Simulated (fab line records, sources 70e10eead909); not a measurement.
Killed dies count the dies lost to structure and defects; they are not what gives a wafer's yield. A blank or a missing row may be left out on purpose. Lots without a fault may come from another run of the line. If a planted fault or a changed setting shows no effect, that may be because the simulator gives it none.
A lot that was struck, set against a sound lot || flow nand harc || 40 out of 1302 route steps
Sound: these wafers, L994.1, L994.4, L994.5. Struck: wafer L108.1 (left out: L108.3, L108.6 of the same lot, which were not struck); the cause appears at the end.
Per side, at each step with rows, come the tool, then ch with its chambers, and then its first start. Under that, the readings that differ: sound wafers || struck wafers || difference of the means || sigmas: that difference in standard deviations of wafers without a fault.
alike: readings whose means differ by less than 2 such deviations, and words and numbers that are the same on both sides. not compared: withheld readings, readings that some wafer has no value for, bounds like >300 that may hide the same value, and numbers for which the record gives no deviation and whose values overlap.
A row with sigmas, a row that says differs or no value, or rows on one side alone: a step with any of these is where the two part. Numbers that don't overlap but have no deviation are shown without sigmas and don't part them. Lack of a reading on every wafer of one side parts them only where that side has two or more wafers.

NHARC_A_BLC_CD_MEAS_10 targets a cd of 100 nm.
  sound on cd sem-03 ch 0, day 23 06:59; struck on cd sem-02 ch 0, day 30 03:42
{"reading": "cd nm (nm)", "sound": "100.2 100.0 100.5", "struck": 98.0, "difference": -2.2, "sigmas": -3}
NHARC_A_BLC_OVL_MEAS_11:
  sound on overlay-02, day 23 07:05; struck on overlay-02, day 30 03:47
  alike: overlay x nm, overlay y nm
NHARC_A_BLC_INSPECT_12:
  sound on defect inspect-01, day 23 07:07; struck on defect inspect-02, day 30 03:49
  alike: raw defect count
NHARC_A_BLC_DESCUM_15: chemistry O2, time 3 s.
  sound on rie diel-06 ch 0,2, day 23 07:12; struck on rie diel-03 ch 2, day 30 03:53
  alike: drypump motor current A, oes product au, rf vpp V, showerhead plenum p Torr, throttle valve pct
  not compared: rf hours counter h
NHARC_A_BLC_ETCH_16: etches the open film in CF4, target depth 39 nm, time 65 s.
  sound on rie diel-06 ch 0,1,2, day 23 07:17; struck on rie diel-03 ch 1, day 30 03:58
{"reading": "oes product au (a.u.)", "sound": "1.010 1.002 1.023", "struck": 0.986, "difference": -0.026, "sigmas": -2}
  alike: drypump motor current A, rf vpp V, showerhead plenum p Torr, throttle valve pct
  not compared: rf hours counter h
then, 2 steps without rows for these wafers: NHARC_A_BLC_ETCH_17 (etches the open film in N2/H2, target depth 390 nm, time 609.38 s); NHARC_A_BLC_ETCH_18 (etches the open film in C4F8/O2/Ar, target depth 910 nm).
NHARC_A_BLC_CD_MEAS_19:
  sound on cd sem-02, day 23 08:20; struck on cd sem-02, day 30 04:51
  alike: cd nm
then, 3 steps without rows for these wafers: NHARC_A_BLC_STRIP_29 (strips in CF4); NHARC_A_BLC_STRIP_21 (strips in O2); NHARC_A_BLC_STRIP_22 (strips in post etch residue remover, time 600 s).
NHARC_A_BLC_DEGAS_30: time 60 s.
  sound on pvd sputter-03, day 23 08:59; struck on pvd sputter-02, day 30 05:28
{"reading": "susceptor temp C (C)", "sound": "- - -", "struck": 299.88, "difference": "no value on the sound wafers", "sigmas": ""}
  alike: heater power w
NHARC_A_BLC_PRE_CLEAN_31: time 15 s.
  sound on pvd sputter-03, day 23 09:02; struck on pvd sputter-02, day 30 05:32
then, 3 steps without rows for these wafers: NHARC_A_BLC_PVD_32 (deposits Ti, target thk 5 nm, time 17.7 s); NHARC_A_BLC_ALD_23 (deposits TiN, target thk 3 nm, pulse time 1 s, ald cycles 150); NHARC_A_BLC_CVD_24 (deposits W, target thk 150 nm, time 434 s).
NHARC_A_BLC_CMP_25: polishes, t overpolish 30 s, target thk 150 nm.
  sound on cmp-04 ch 0,1,2, day 23 10:00; struck on cmp-02 ch 2, day 30 06:52
  alike: motor current A, overpolish run s, retaining ring pressure frac, time to endpoint s
then, 11 steps without rows for these wafers: NHARC_A_BLC_SRD_27; NHARC_A_M0_DEP_00 (deposits SiOC, target thk 150 nm); NHARC_A_M0_DEHYDRATE_01 (time 120 s); NHARC_A_M0_HMDS_02 (time 30 s); NHARC_A_M0_COAT_33 (time 65 s); NHARC_A_M0_COAT_03 (resist thk 90 nm); NHARC_A_M0_SOFTBAKE_04 (time 55 s); NHARC_A_M0_EBR_05; NHARC_A_M0_EXPOSE_06 (exposes mask A M0, target cd 80 nm); NHARC_A_M0_PEB_07 (peb time 65 s); NHARC_A_M0_DEVELOP_08 (develop time 35 s).
NHARC_A_M0_CD_MEAS_09 targets a cd of 80 nm.
  sound on cd sem-03 ch 0, day 23 11:08; struck on cd sem-03 ch 0, day 30 08:10
  alike: cd nm
NHARC_A_M0_OVL_MEAS_10: pitch 160 nm.
  sound on overlay-02, day 23 11:14; struck on overlay-01, day 30 08:16
  alike: overlay x nm, overlay y nm
NHARC_A_M0_DESCUM_14: chemistry O2, time 3 s.
  sound on rie diel-01 ch 0,2,3, day 23 11:21; struck on rie diel-01 ch 1, day 30 08:22
{"reading": "showerhead plenum p Torr (Torr)", "sound": "1.88 1.92 1.79", "struck": 2.03, "difference": "+0.17", "sigmas": "+2"}
{"reading": "throttle valve pct (%)", "sound": "11.302 11.321 11.300", "struck": 11.327, "difference": "+0.019", "sigmas": "+2"}
  alike: drypump motor current A, oes product au, rf vpp V
  not compared: rf hours counter h
then, 2 steps without rows for these wafers: NHARC_A_M0_ETCH_34 (etches the open film in N2/H2, target depth 40 nm, overetch 12 nm, time 43.94 s); NHARC_A_M0_ETCH_15 (etches the open film in C4F8/Ar, target depth 150 nm, overetch 15 nm, time 82.5 s).
NHARC_A_M0_CD_MEAS_16:
  sound on cd sem-02, day 23 11:40; struck on cd sem-03, day 30 08:40
  alike: cd nm
then, 5 steps without rows for these wafers: NHARC_A_M0_STRIP_18 (strips in N2/H2); NHARC_A_M0_STRIP_19 (strips in post etch residue remover, time 600 s); NHARC_A_M0_DEGAS_28 (time 60 s); NHARC_A_M0_PRE_CLEAN_29 (time 30 s); NHARC_A_M0_PVD_20 (deposits TaN, target thk 5 nm, time 8.06 s).
NHARC_END_SORT_01:
  here the record holds rows for the struck wafers (prober-02 ch 0, day 32 00:13) but none for the sound ones

== WHERE THEY PART ==
First at NHARC_A_BLC_CD_MEAS_10; last, within this record, at NHARC_END_SORT_01.

WHY: whatever the simulator had introduced
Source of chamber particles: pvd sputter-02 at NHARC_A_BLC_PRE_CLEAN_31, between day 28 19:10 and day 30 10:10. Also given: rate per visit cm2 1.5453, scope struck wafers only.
